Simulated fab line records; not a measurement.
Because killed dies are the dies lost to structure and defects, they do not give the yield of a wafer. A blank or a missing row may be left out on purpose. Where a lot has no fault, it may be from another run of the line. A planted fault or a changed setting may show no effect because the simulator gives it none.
What tool caused it? ; flow n5_finfet ; 12 lots with 36 wafers sampled at 2 steps, on a route of 1938 steps

== WHAT THE GAUGES READ, wafer by wafer ==
N5_BEOL_M7_OCD_MEAS_38.
lot;measured;on;trench_depth_nm (nm)
L075;day 9 06:30;ocd-02;91.6 96.2 94.7
L076;day 9 12:29;ocd-02;93.2 97.0 92.9
L079;day 10 04:56;ocd-02;95.4 93.6 91.3
L082;day 10 18:56;ocd-02;93.6 90.6 93.0
L083;day 11 02:22;ocd-01;90.4 94.7 91.3
L084;day 11 04:32;ocd-01;95.2 96.2 95.1
L089;day 12 15:22;ocd-02;91.8 89.8 93.3
L088;day 13 03:05;ocd-01;91.7 93.9 94.4
L090;day 14 00:16;ocd-01;92.5 96.2 96.2
L093;day 15 05:14;ocd-01;90.2 90.3 93.4
L094;day 15 08:40;ocd-01;91.5 92.7 95.1
L095;day 16 19:32;ocd-02;92.1 91.9 92.1

== TOOL THAT RAN EACH LOT (tool first, then ch and the chambers of the sampled wafers, then the start) ==
lot;N5_BEOL_M7_TRENCH_ETCH_37
L075;rie_diel-04 ch 0,1,3, day 9 06:30 or earlier
L076;rie_diel-04 ch 0,1, day 9 12:29 or earlier
L079;rie_diel-02 ch 1,2,3, day 10 04:56 or earlier
L082;rie_diel-02 ch 1,3, day 10 18:56 or earlier
L083;rie_diel-02 ch 0,2,3, day 11 02:22 or earlier
L084;rie_diel-04 ch 0,3, day 11 04:32 or earlier
L089;rie_diel-02 ch 0,1,3, day 12 15:22 or earlier
L088;rie_diel-06 ch 0,1,2, day 13 03:05 or earlier
L090;rie_diel-06 ch 2,3, day 14 00:16 or earlier
L093;rie_diel-02 ch 0,2,3, day 15 05:14 or earlier
L094;rie_diel-04 ch 0,1, day 15 08:40 or earlier
L095;rie_diel-04 ch 1,3, day 16 19:32 or earlier
- N5_BEOL_M7_TRENCH_ETCH_37: etches SiCOH lowk in C4F6/O2, target depth 93.478 nm, time 31.2 s.

== THE ANSWER, worked out from the rows above alone ==
Rule: usual is defined by the lots themselves. The widest of any qualifying gaps counts: lots, ordered by their means at a reading, are off when they make up no more than a third of the lots, leave a main group of 4 or more, and stand apart from it by 3 or more times the standard deviation of that group's means. A main group whose means are all the same, to the digits that the tables above print for the reading, isn't used. Also off: a lot with no number at a reading for which 4 or more lots have one. The other lots that the step has rows for count as sound.
Nothing can be told from this: no lot is off at any reading shown.

== WHAT THE SIMULATOR PUT IN ==
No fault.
